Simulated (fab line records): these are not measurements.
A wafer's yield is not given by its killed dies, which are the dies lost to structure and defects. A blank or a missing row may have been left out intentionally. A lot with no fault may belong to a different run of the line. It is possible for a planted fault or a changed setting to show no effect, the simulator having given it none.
fab line records	flow n5_finfet
[record] lots = 7	wafers = 39
route steps=1938 shown BEOL_M6@1251 BEOL_M9@1419 BEOL_M10@1509 PASSIVATION@1929
start_h: hours from the record's opening day to when the first of the lot's shown wafers began	wait_h: hours since the lot's step before	" same as the row above	L1.1+2: one row covering several wafers at once	- value missing, or start not given	* or withheld: withheld	< > ~ a bound
route shown NAME@n: a module of which the file shows steps, and the number in the route of the first	usual: mean/standard deviation of fault-free wafers	same: alike in all rows	chamber/n: place in a boat	sites: per-site readings	_std_site: standard deviation of those values	_edge_site: the outer-site mean with the inner-site mean subtracted	radius_mm: for every site, how far away it sits from the centre of the wafer	mask NAME#n: copy n	behind: tool/chamber where the wafer was last shaped	hold: reason for holding the lot/hours on hold/outcome of the hold	device: the transistor (n, p or np) that didn't switch	end of line: the route-end tests of the same wafers	a step with no rows: only its recipe	killed: count of dies lost to structure and defects at first sort (not the wafer's yield)	map: a wafer's dies, marking killed ones x, the rest . and places with no die _
set.NAME: the run value of the setting; set.NAME@STEP: its run value at that earlier step	model.NAME: the simulator's own value behind a step, which no gauge read
lots with deliberately changed settings; one table per step, one row per wafer
[[steps]]
[step N5_BEOL_M6_ALD_77]
[recipe] material = TaN	target_thk_a = 20	temp_c = 275	ald_precursor_family = PDMAT	ald_co_reactant = NH3	pressure_torr = 3	carrier_flow_sccm = 1500	pulse_time_s = 2	purge_time_s = 3	co_reactant_purge_time_s = 2	co_reactant_pulse_time_s = 3	ald_cycles = 40	precursor_vessel_temp_c = 75	precursor_vessel_pressure_torr = 26.25	precursor_vessel_carrier_sccm = 1000
lot.wafer	tool	chamber	start_h	wait_h	set.ald_cycles	model.TaN_of_BEOL_M6_ALD_77.thk_nm
L076.1+3+5	ald_metal-01	3,1,0	223.73	0.2	61	3
L076.2+4+6	"	0,2,3	"	"	40	2
L081.1+2+6	ald_metal-01	0,1,1	247.29	0.1	40	2
L081.3+4+5	"	2,0,2	"	"	18	0.8
L083.2+4+5	ald_metal-01	0,0,1	268.45	0.0	40	2
L087.1+3+5	ald_metal-03	1,3,0	300.03	0.0	63	3.2
L087.2+4+6	"	2,0,1	"	"	40	2
L089.1+2+3+4+5+6	ald_metal-02	1,0,2,3,1,0	300.15	0.0	40	2
L094.1+2+3+4+5+6	ald_metal-01	0,1,2,3,1,2	337.71	0.0	40	2
L095.1+2+3+4+5+6	ald_metal-01	3,0,2,1,2,1	361.71	0.1	40	2
[step N5_BEOL_M9_ETCH_62]
[recipe] chemistry = N2/H2	target = SOC	target_depth_a = 1100	overetch_a = 220	mask_material = SiARC	temp_c = 40	time_s = 165	ion_energy_ev = 200	pressure_mtorr = 30	source_w = 840	bias_w = 150	n2_flow_sccm = 200	h2_flow_sccm = 200
lot.wafer	tool	chamber	start_h	wait_h	set.time_s	model.etch.depth_nm	model.SiARC_of_BEOL_M9_COAT_60.thk_nm	model.BEOL_M9.cd_offset_nm
L076.1	rie_diel-05	0	250.73	0.0	165	99.97	23.6	-0.8
L076.2	"	2	"	"	165	100	23.4	-0.4
L076.3	"	3	"	"	88.35	68.75	26.6	-2
L076.4	"	1	"	"	165	99.83	23.6	-0.6
L076.5	"	0	"	"	88.35	69.44	26.4	-2
L076.6	"	3	"	"	88.35	68.84	26.4	-1.4
L081.1	rie_diel-06	3	275.24	0.0	89.71	71.36	26.6	-1.2
L081.2	"	2	"	"	165	99.64	23.6	0.2
L081.3	"	1	"	"	165	99.83	23.6	1
L081.4	"	1	"	"	89.71	71.46	26.6	-0.8
L081.5	"	2	"	"	165	99.36	23.6	0.6
L081.6	"	3	"	"	89.71	70.44	26.6	-0.8
L083.2	rie_diel-05	3	298.96	0.0	165	99.69	23.8	0
L083.4	"	1	"	"	165	99.76	23.6	-0.6
L083.5	"	2	"	"	165	99.83	23.6	-0.2
L089.1	rie_diel-06	2	320.23	0.0	202	99.98	22	1
L089.2	"	1	"	"	202	99.89	22	0.8
L089.3	"	3	"	"	202	99.83	22.2	0.6
L089.4	"	2	"	"	165	100.2	23.6	0.4
L089.5	"	1	"	"	165	99.84	23.6	0
L089.6	"	3	"	"	165	100.1	23.6	-0.6
L087.1	rie_diel-06	3	323.45	0.0	165	100.2	23.6	-0.8
L087.2	"	2	"	"	165	99.92	23.6	-0.4
L087.3	"	1	"	"	165	100.2	23.6	0
L087.4	"	3	"	"	165	99.94	23.8	0
L087.5	"	1	"	"	165	99.69	23.6	-0.4
L087.6	"	2	"	"	165	100.1	23.6	-0.2
L094.1	rie_diel-06	3	360.93	0.0	165	100.2	23.8	0.2
L094.2	"	2	"	"	94.93	76.16	26.4	-0.8
L094.3	"	0	"	"	94.93	78.43	26.2	-0.6
L094.4	"	1	"	"	165	100.1	23.6	0.2
L094.5	"	0	"	"	165	100.1	23.4	0
L094.6	"	1	"	"	94.93	75.03	26.4	-1
L095.1	rie_diel-05	0	379.93	0.0	165	100.3	23.4	0
L095.2	"	1	"	"	211.8	100.2	21.8	1
L095.3	"	2	"	"	211.8	100.2	21.6	1.4
L095.4	"	3	"	"	211.8	100.3	21.6	0.8
L095.5	"	1	"	"	165	100.7	23.6	0.2
L095.6	"	0	"	"	165	100.3	23.6	0.2
[step N5_BEOL_M9_STRIP_68]
[recipe] chemistry = N2/H2	temp_c = 40	n2_flow_sccm = 200	h2_flow_sccm = 200	rf_frequency_hz = 6e+07
[step N5_BEOL_M9_STRIP_67]
[recipe] chemistry = CF4	resist = SiARC	power_w = 300	bias_power_w = 75	pressure_mtorr = 50	cf4_flow_sccm = 150	rf_frequency_hz = 6e+07
[step N5_BEOL_M9_HM_OPEN_17]
[recipe] chemistry = Cl2/BCl3	target_depth_a = 200	overetch_a = 60	target = TiN	mask_material = SOC	ion_energy_ev = 150	pressure_mtorr = 10	icp_w = 1000	bias_w = 126	Cl2_flow_sccm = 53.25	bcl3_flow_sccm = 21.75	Ar_flow_sccm = 25
lot.wafer	tool	chamber	start_h	wait_h	set.time_s@BEOL_M9_ETCH_62	model.BEOL_M9.cd_offset_nm
L076.1+4	rie_metal-03	0,1	250.91	0.0	165	-0.6
L076.2	"	1	"	"	165	-0.4
L076.3+5	"	0	"	"	88.35	-2
L076.6	"	1	"	"	88.35	-1.2
L081.1	rie_metal-02	0	275.47	0.1	89.71	-1.2
L081.2	"	1	"	"	165	0.2
L081.3	"	0	"	"	165	1
L081.4	"	1	"	"	89.71	-0.8
L081.5	"	1	"	"	165	0.6
L081.6	"	0	"	"	89.71	-0.6
L083.2	rie_metal-02	1	299.14	0.0	165	0
L083.4	"	0	"	"	165	-0.6
L083.5	"	1	"	"	165	-0.2
L089.1	rie_metal-01	0	320.42	0.0	202	1
L089.2	"	1	"	"	202	0.8
L089.3	"	0	"	"	202	0.6
L089.4	"	1	"	"	165	0.4
L089.5	"	1	"	"	165	0
L089.6	"	0	"	"	165	-0.6
L087.1	rie_metal-01	0	323.64	0.0	165	-0.8
L087.2+5+6	"	1,1,0	"	"	165	-0.4
L087.3+4	"	0,1	"	"	165	-0.2
L094.1+4+5	rie_metal-02	1,0,1	361.12	0.0	165	0.2
L094.2+6	"	0	"	"	94.93	-0.8
L094.3	"	1	"	"	94.93	-0.4
L095.1	rie_metal-03	1	380.12	0.0	165	0
L095.2	"	0	"	"	211.8	1
L095.3	"	1	"	"	211.8	1.4
L095.4	"	0	"	"	211.8	0.8
L095.5+6	"	0,1	"	"	165	0.2
[step N5_BEOL_M9_STRIP_19]
[recipe] chemistry = O2	power_w = 400	temp_c = 40	pressure_mtorr = 30	rf_frequency_hz = 6e+07	bias_power_w = 0	overash_fraction = 0.2	o2_flow_sccm = 225
[step N5_BEOL_M9_STRIP_69]
[recipe] chemistry = N2/H2	temp_c = 40	n2_flow_sccm = 200	h2_flow_sccm = 200	rf_frequency_hz = 6e+07
[step N5_BEOL_M9_STRIP_77]
[recipe] chemistry = N2/H2	temp_c = 40	n2_flow_sccm = 200	h2_flow_sccm = 200	rf_frequency_hz = 6e+07
[step N5_BEOL_M9_VIA_ETCH_34]
[recipe] chemistry = C4F6/O2	target = SiCOH_lowk	target_depth_a = 1824	mask_material = SOC	taper_deg = 4	time_s = 68.4	ion_energy_ev = 250	pressure_mtorr = 30	source_w = 345	bias_w = 185	Ar_flow_sccm = 300	C4F6_flow_sccm = 10	O2_flow_sccm = 10
[usual] oes_product_au = 0.79/0.064
lot.wafer	tool	chamber	start_h	wait_h	set.time_s@BEOL_M9_ETCH_62	oes_product_au
L076.1	rie_diel-06	3	251.96	0.0	165	0.78
L076.2	"	1	"	"	165	0.79
L076.3	"	0	"	"	88.35	0.26
L076.4	"	1	"	"	165	0.78
L076.5	"	0	"	"	88.35	0.26
L076.6	"	3	"	"	88.35	0.29
L081.1	rie_diel-02	1	279.26	0.0	89.71	0.31
L081.2	"	2	"	"	165	0.80
L081.3	"	3	"	"	165	0.81
L081.4	"	0	"	"	89.71	0.29
L081.5	"	2	"	"	165	0.80
L081.6	"	1	"	"	89.71	0.32
L083.2	rie_diel-05	1	300.25	0.0	165	0.73
L083.4	"	2	"	"	165	0.86
L083.5	"	3	"	"	165	0.73
L089.1	rie_diel-02	1	322.38	0.0	202	0.83
L089.2	"	0	"	"	202	0.78
L089.3	"	3	"	"	202	0.80
L089.4	"	2	"	"	165	0.78
L089.5	"	3	"	"	165	0.80
L089.6	"	2	"	"	165	0.78
L087.1	rie_diel-02	2	325.29	0.0	165	0.78
L087.2	"	1	"	"	165	0.83
L087.3	"	3	"	"	165	0.78
L087.4	"	0	"	"	165	0.78
L087.5	"	3	"	"	165	0.79
L087.6	"	2	"	"	165	0.79
L094.1	rie_diel-06	1	362.07	0.0	165	0.74
L094.2	"	0	"	"	94.93	0.35
L094.3	"	3	"	"	94.93	0.28
L094.4	"	2	"	"	165	0.90
L094.5	"	2	"	"	165	0.91
L094.6	"	1	"	"	94.93	0.28
L095.1	rie_diel-02	0	381.90	0.0	165	0.75
L095.2	"	2	"	"	211.8	0.76
L095.3	"	3	"	"	211.8	0.77
L095.4	"	1	"	"	211.8	0.80
L095.5	"	3	"	"	165	0.77
L095.6	"	2	"	"	165	0.76
[step N5_BEOL_M9_STRIP_73]
[recipe] chemistry = C4F6/O2	resist = SiARC	rf_frequency_hz = 6e+07
[step N5_BEOL_M9_STRIP_36]
[recipe] chemistry = N2/H2	power_w = 450	temp_c = 40	pressure_mtorr = 20	rf_frequency_hz = 6e+07	overash_fraction = 0.3	bias_power_w = 7	h2_frac = 0.5	n2_flow_sccm = 200	h2_flow_sccm = 200
[step N5_BEOL_M9_PRECLEAN_42]
[recipe] chemistry = residue_remover	time_s = 60	temp_c = 40
[step N5_BEOL_M9_SRD_43]
[recipe] time_s = 30	temp_c = 23	rinse_liquid = diw	dry = ipa_marangoni
[step N5_BEOL_M9_CD_MEAS_35]
[recipe] target_cd_nm = 70	target_cd_y_nm = 40	polarity = opening
[usual] cd_nm = 70.0/0.47
lot.wafer	tool	chamber	start_h	wait_h	set.time_s@BEOL_M9_ETCH_62	cd_nm
L076.1	cd_sem-01	-	252.39	0.0	165	69.1
L076.2	"	-	"	"	165	69.8
L076.3	"	-	"	"	88.35	-
L076.4	"	-	"	"	165	69.1
L076.5	"	-	"	"	88.35	-
L076.6	"	-	"	"	88.35	-
L081.1	cd_sem-01	-	279.69	0.0	89.71	-
L081.2	"	-	"	"	165	70.4
L081.3	"	-	"	"	165	71.0
L081.4	"	-	"	"	89.71	-
L081.5	"	-	"	"	165	70.8
L081.6	"	-	"	"	89.71	-
L083.2	cd_sem-01	-	300.68	0.0	165	69.9
L083.4	"	-	"	"	165	69.5
L083.5	"	-	"	"	165	69.5
L089.1	cd_sem-02	-	322.81	0.0	202	71.3
L089.2	"	-	"	"	202	71.0
L089.3	"	-	"	"	202	70.8
L089.4	"	-	"	"	165	70.1
L089.5	"	-	"	"	165	70.0
L089.6	"	-	"	"	165	69.8
L087.1	cd_sem-03	-	325.73	0.0	165	69.5
L087.2	"	-	"	"	165	69.3
L087.3	"	-	"	"	165	70.0
L087.4	"	-	"	"	165	69.7
L087.5	"	-	"	"	165	69.6
L087.6	"	-	"	"	165	69.5
L094.1	cd_sem-02	-	362.51	0.0	165	70.3
L094.2	"	-	"	"	94.93	-
L094.3	"	-	"	"	94.93	-
L094.4	"	-	"	"	165	70.1
L094.5	"	-	"	"	165	70.1
L094.6	"	-	"	"	94.93	-
L095.1	cd_sem-01	-	382.34	0.0	165	69.8
L095.2	"	-	"	"	211.8	71.0
L095.3	"	-	"	"	211.8	71.6
L095.4	"	-	"	"	211.8	71.2
L095.5	"	-	"	"	165	70.3
L095.6	"	-	"	"	165	69.9
[step N5_BEOL_M10_VIA_ETCH_34]
[recipe] chemistry = C4F6/O2	target = SiCOH_lowk	target_depth_a = 1845	mask_material = SOC	taper_deg = 4	time_s = 69.2	ion_energy_ev = 250	pressure_mtorr = 30	source_w = 345	bias_w = 185	Ar_flow_sccm = 300	C4F6_flow_sccm = 10	O2_flow_sccm = 10
lot.wafer	tool	chamber	start_h	wait_h	set.time_s	model.etch.depth_nm	model.SOC_of_BEOL_M10_COAT_63.thk_nm
L076.1	rie_diel-01	1	265.15	0.0	69.2	187.1	92.4
L076.2	"	3	"	"	69.2	187.2	92.6
L076.3	"	2	"	"	69.2	185.7	92.4
L076.4	"	3	"	"	45.73	124.8	95
L076.5	"	2	"	"	45.73	123.7	95.2
L076.6	"	1	"	"	45.73	123.8	95.2
L081.1	rie_diel-04	0	290.36	0.0	82.69	218.8	90.2
L081.2	"	3	"	"	69.2	187.1	91.8
L081.3	"	1	"	"	82.69	215.8	90.6
L081.4	"	2	"	"	82.69	217.8	90
L081.5	"	1	"	"	69.2	181.9	91.8
L081.6	"	0	"	"	69.2	182.7	91.8
L083.2	rie_diel-04	0	307.60	0.0	69.2	183.5	91.6
L083.4	"	2	"	"	69.2	185.8	91.2
L083.5	"	3	"	"	69.2	188.5	92
L089.1	rie_diel-04	0	331.35	0.0	69.2	185.6	92.2
L089.2	"	3	"	"	69.2	189.4	91.6
L089.3	"	1	"	"	69.2	184	92.2
L089.4	"	2	"	"	69.2	185.5	92.2
L089.5	"	3	"	"	69.2	189.8	91.8
L089.6	"	2	"	"	69.2	186.5	92
L087.1	rie_diel-01	2	333.52	0.0	69.2	184.9	91.6
L087.2	"	3	"	"	104.7	285.3	87
L087.3	"	0	"	"	69.2	185.3	91.4
L087.4	"	1	"	"	69.2	185.2	91.6
L087.5	"	3	"	"	104.7	286.1	86.8
L087.6	"	2	"	"	104.7	281.7	87.4
L094.1	rie_diel-03	0	368.80	0.0	69.2	185.3	91.8
L094.2	"	1	"	"	69.2	184.2	92
L094.3	"	3	"	"	52.13	140.7	93.8
L094.4	"	2	"	"	69.2	189.4	91.6
L094.5	"	1	"	"	52.13	139.7	93.8
L094.6	"	2	"	"	52.13	143.6	94
L095.1	rie_diel-01	1	390.45	0.0	69.2	185.4	91.2
L095.2	"	2	"	"	49.64	132.3	93.6
L095.3	"	0	"	"	49.64	132.2	93.4
L095.4	"	3	"	"	69.2	186.8	91.2
L095.5	"	1	"	"	49.64	131.7	93.8
L095.6	"	2	"	"	69.2	184.4	91.4
[step N5_PASSIVATION_PASS_ETCH_47]
[recipe] chemistry = CF4/O2	target = SiNx	target_depth_a = 7700	time_s = 385	ion_energy_ev = 100	pressure_mtorr = 40	source_w = 535	bias_w = 49	Ar_flow_sccm = 100	cf4_flow_sccm = 100	O2_flow_sccm = 10
lot.wafer	tool	chamber	start_h	wait_h	set.time_s	model.etch.depth_nm
L076.1	rie_diel-03	0	321.40	0.0	385	784.9
L076.2	"	1	"	"	385	775.4
L076.3	"	3	"	"	385	764.3
L076.4	"	0	"	"	385	782.9
L076.5	"	1	"	"	385	778.4
L076.6	"	3	"	"	385	767.6
L081.1	rie_diel-01	0	340.19	0.0	385	773.8
L081.2	"	2	"	"	385	774
L081.3	"	3	"	"	385	784.1
L081.4	"	1	"	"	385	778.1
L081.5	"	2	"	"	385	772.7
L081.6	"	1	"	"	385	772.3
L083.2	rie_diel-01	2	354.40	0.0	385	760.5
L083.4	"	3	"	"	385	778.3
L083.5	"	1	"	"	385	767.3
L089.1	rie_diel-01	0	377.17	0.0	518.5	1038
L089.2	"	3	"	"	518.5	1050
L089.3	"	1	"	"	385	780.8
L089.4	"	2	"	"	518.5	1027
L089.5	"	2	"	"	385	762.2
L089.6	"	3	"	"	385	775.8
L087.1	rie_diel-01	1	379.53	0.0	493.2	990.2
L087.2	"	2	"	"	385	771.3
L087.3	"	0	"	"	385	776.6
L087.4	"	3	"	"	493.2	996.6
L087.5	"	3	"	"	385	787
L087.6	"	2	"	"	493.2	986.8
L094.1	rie_diel-01	3	423.46	0.0	557	1121
L094.2	"	2	"	"	385	764.2
L094.3	"	1	"	"	385	771.6
L094.4	"	0	"	"	385	755.7
L094.5	"	2	"	"	557	1096
L094.6	"	1	"	"	557	1116
L095.1	rie_diel-01	2	439.54	0.0	385	766.2
L095.2	"	1	"	"	385	775.2
L095.3	"	0	"	"	385	767
L095.4	"	3	"	"	385	779.8
L095.5	"	3	"	"	385	772.2
L095.6	"	2	"	"	385	764
[[key]]
[split] step = N5_BEOL_M6_ALD_77	setting = ald_cycles	stated = 40	by = wafer
[response] step = N5_BEOL_M6_ALD_77	reading = model.TaN_of_BEOL_M6_ALD_77.thk_nm	change = +0.0206	per = 1%	r = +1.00
[split] step = N5_BEOL_M9_ETCH_62	setting = time_s	stated = 165	by = wafer
[response] step = N5_BEOL_M9_ETCH_62	reading = model.etch.depth_nm	shape = bent	at_lowest = 69.01	at_stated = 99.99	at_highest = 100.3
[response] step = N5_BEOL_M9_ETCH_62	reading = model.SiARC_of_BEOL_M9_COAT_60.thk_nm	change = -0.0648	per = 1%	r = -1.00
[response] step = N5_BEOL_M9_ETCH_62	reading = model.BEOL_M9.cd_offset_nm	change = +0.0287	per = 1%	r = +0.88
[response] step = N5_BEOL_M9_HM_OPEN_17	reading = model.BEOL_M9.cd_offset_nm	change = +0.0279	per = 1%	r = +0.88
[response] step = N5_BEOL_M9_VIA_ETCH_34	reading = oes_product_au	shape = bent	at_lowest = 0.27	at_stated = 0.79	at_highest = 0.78
[response] step = N5_BEOL_M9_CD_MEAS_35	reading = cd_nm	change = +0.0449	per = 1%	r = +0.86
[split] step = N5_BEOL_M10_VIA_ETCH_34	setting = time_s	stated = 69.2	by = wafer
[response] step = N5_BEOL_M10_VIA_ETCH_34	reading = model.etch.depth_nm	change = +1.88	per = 1%	r = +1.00
[response] step = N5_BEOL_M10_VIA_ETCH_34	reading = model.SOC_of_BEOL_M10_COAT_63.thk_nm	change = -0.0837	per = 1%	r = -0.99
[split] step = N5_PASSIVATION_PASS_ETCH_47	setting = time_s	stated = 385	by = wafer
[response] step = N5_PASSIVATION_PASS_ETCH_47	reading = model.etch.depth_nm	change = +7.7	per = 1%	r = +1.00
